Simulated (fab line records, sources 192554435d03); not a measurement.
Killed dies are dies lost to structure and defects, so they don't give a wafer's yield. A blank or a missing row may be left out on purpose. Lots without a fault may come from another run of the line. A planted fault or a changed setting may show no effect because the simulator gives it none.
Chamber matching | flow n5_finfet | N5_BEOL_M4_DESCUM_16 on rie_diel-01: 4 sister chambers
The step chemistry O2, time 7 s. 16 wafers are shown with their chamber, then 8 later ones without.

WAFERS WITH THEIR CHAMBER
wafer  | chamber | drypump_motor_current_A (A) | throttle_valve_pct (%) | showerhead_plenum_p_Torr (Torr)
L078.1 | 2       | 6.4                         | 19.98                  | 2.12
L078.3 | 0       | 4.9                         | 20.60                  | 2.03
L078.4 | 1       | 5.1                         | 20.28                  | 2.07
L080.2 | 2       | 6.5                         | 19.97                  | 2.12
L080.3 | 0       | 4.9                         | 20.62                  | 2.03
L080.6 | 1       | 5.1                         | 20.29                  | 2.07
L088.2 | 2       | 6.5                         | 19.99                  | 2.12
L088.4 | 3       | 5.2                         | 20.13                  | 2.04
L088.5 | 1       | 5.1                         | 20.30                  | 2.06
L087.1 | 2       | 6.5                         | 20.00                  | 2.12
L087.3 | 3       | 5.2                         | 20.15                  | 2.04
L087.6 | 1       | 5.1                         | 20.32                  | 2.06
L089.4 | 2       | 6.4                         | 20.01                  | 2.11
L089.5 | 2       | 6.4                         | 19.99                  | 2.11
L089.6 | 3       | 5.3                         | 20.15                  | 2.04
L091.3 | 2       | 6.4                         | 20.01                  | 2.11

SIGNATURES (means of the wafers above)
reading                  | chamber 0 | chamber 1 | chamber 2 | chamber 3 | scatter within a chamber
drypump_motor_current_A  | 4.900     | 5.100     | 6.443     | 5.233     | 0.0445
throttle_valve_pct       | 20.6100   | 20.2975   | 19.9929   | 20.1433   | 0.015
showerhead_plenum_p_Torr | 2.0300    | 2.0650    | 2.1157    | 2.0400    | 0.00476
Rule: a wafer's distance from a chamber is the root of the sum, over the readings, of the square of ((its reading less the chamber's mean) divided by the reading's scatter). The wafer belongs to the nearest chamber; if the next one is less than 2 further off, it can't be placed. The scatter: the root of (the sum of the squares of (reading less its chamber's mean) over the shown wafers, divided by (wafers less chambers)).

WAFERS WITHOUT THEIR CHAMBER
wafer  | drypump_motor_current_A (A) | throttle_valve_pct (%) | showerhead_plenum_p_Torr (Torr)
L091.5 | 5.2                         | 20.17                  | 2.04
L091.6 | 4.9                         | 20.67                  | 2.02
L093.2 | 5.1                         | 20.32                  | 2.06
L093.3 | 5.2                         | 20.15                  | 2.04
L093.5 | 6.4                         | 20.02                  | 2.11
L095.1 | 5.3                         | 20.16                  | 2.04
L095.4 | 6.4                         | 20.04                  | 2.11
L095.5 | 5.1                         | 20.34                  | 2.05

WHICH CHAMBER EACH WENT THROUGH
wafer  | from the rows above | in truth
L091.5 | 3                   | 3
L091.6 | 0                   | 0
L093.2 | 1                   | 1
L093.3 | 3                   | 3
L093.5 | 2                   | 2
L095.1 | 3                   | 3
L095.4 | 2                   | 2
L095.5 | 1                   | 1
Placed correctly: 8 of 8. Can't be placed from these rows: 0. Placed wrongly: 0.
